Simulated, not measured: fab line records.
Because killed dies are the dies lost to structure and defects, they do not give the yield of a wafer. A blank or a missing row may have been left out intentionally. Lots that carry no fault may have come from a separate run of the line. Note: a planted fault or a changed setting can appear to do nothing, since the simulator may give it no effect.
A struck lot beside a sound one | flow nand-harc | 13 out of 1302 route steps
Sound: the wafers L707.1, L707.5, L707.6. Wafers struck: L698.2, L698.4, L698.5. The cause comes at the end.
At each step with rows: each side's tool, then ch and its chambers, then its first start. Under that, the readings that differ: sound wafers | struck wafers | difference of the means | sigmas: that difference in standard deviations of wafers without a fault.
alike: a reading whose means differ by less than 2 such deviations, as well as words and numbers matching on both sides. not compared: withheld readings; readings where some wafer has no value; bounds like >300 that might hide an equal value; numbers whose values overlap and for which the record gives no deviation.
The two part at a step that has a row with sigmas, a row that says differs or no value, or rows on one side only. Numbers that have no deviation but don't overlap get no sigmas and don't part them. A reading missing from all wafers of one side parts the sides only when that side holds two or more wafers.

NHARC_A_BONDPAD_THK_MEAS_20: measures by xrf.
  sound on film-metro-01, day 29 18:46; struck on film-metro-02, day 26 03:52
  alike: thk-nm
then, 1 step without rows for these wafers: NHARC_A_BONDPAD_SRD_21 (time 30 s, dry time 20 s).
NHARC_A_BONDPAD_INSPECT_23:
  sound on defect-inspect-01, day 29 18:59; struck on defect-inspect-01, day 26 04:05
  alike: raw-defect-count
NHARC_HYBRID_BOND_ACTIVATE_00: chemistry N2, time 60 s.
  sound on rie-diel-08 ch 0,2,3, day 29 19:05; struck on rie-diel-07 ch 0,1,2, day 26 04:09
  alike: drypump-motor-current-A, oes-product-au, rf-vpp-V, showerhead-plenum-p-Torr
  not compared: rf-hours-counter-h
then, 4 steps without rows for these wafers: NHARC_HYBRID_BOND_PRECLEAN_01 (cleans in DIW, time 300 s); NHARC_HYBRID_BOND_SRD_02 (time 30 s, dry time 20 s); NHARC_HYBRID_BOND_BOND_03; NHARC_HYBRID_BOND_ANNEAL_04 (time 7200 s).
NHARC_HYBRID_BOND_OVL_MEAS_05:
  sound on overlay-01, day 30 04:28; struck on overlay-01, day 26 13:33
  alike: overlay-x-nm, overlay-y-nm
NHARC_HYBRID_BOND_INSPECT_06: inspects for defects (ir void).
  sound on defect-inspect-02, day 30 04:31; struck on defect-inspect-01, day 26 13:36
  alike: raw-defect-count
NHARC_THIN_TSV_GRIND_00:
  sound on grinder-01 ch 0, day 30 04:40; struck on grinder-01 ch 0, day 26 13:58
  alike: motor-current-A
NHARC_THIN_TSV_CMP_01: polishes.
  sound on cmp-01 ch 1,2,3, day 30 05:57; struck on cmp-01 ch 0,1, day 26 15:01
  alike: motor-current-A
NHARC_END_SORT_01:
  sound on prober-01 ch 0, day 30 22:35; struck on prober-01 ch 0, day 27 09:21
  reading                  | sound          | struck                                                               | difference                   | sigmas
  hold                     | - - -          | await-dispo/6.8h/scrap await-dispo/6.8h/scrap await-dispo/6.8h/scrap | no value on the sound wafers |
  defect-limited-yield (%) | 86.6 84.8 85.4 | 0 0 0                                                                | -86                          | -30
  killed-at-other          | 1 1 2          | 600 600 604                                                          | +600                         | +99 or more
  killed-dies              | 91 103 99      | 677 677 677                                                          | +579                         | +29
  alike: killed-at-array, killed-at-periphery, killed-open, killed-short

WHERE THEY PART
Within this record, at NHARC_END_SORT_01 only.

WHY: whatever the simulator had introduced
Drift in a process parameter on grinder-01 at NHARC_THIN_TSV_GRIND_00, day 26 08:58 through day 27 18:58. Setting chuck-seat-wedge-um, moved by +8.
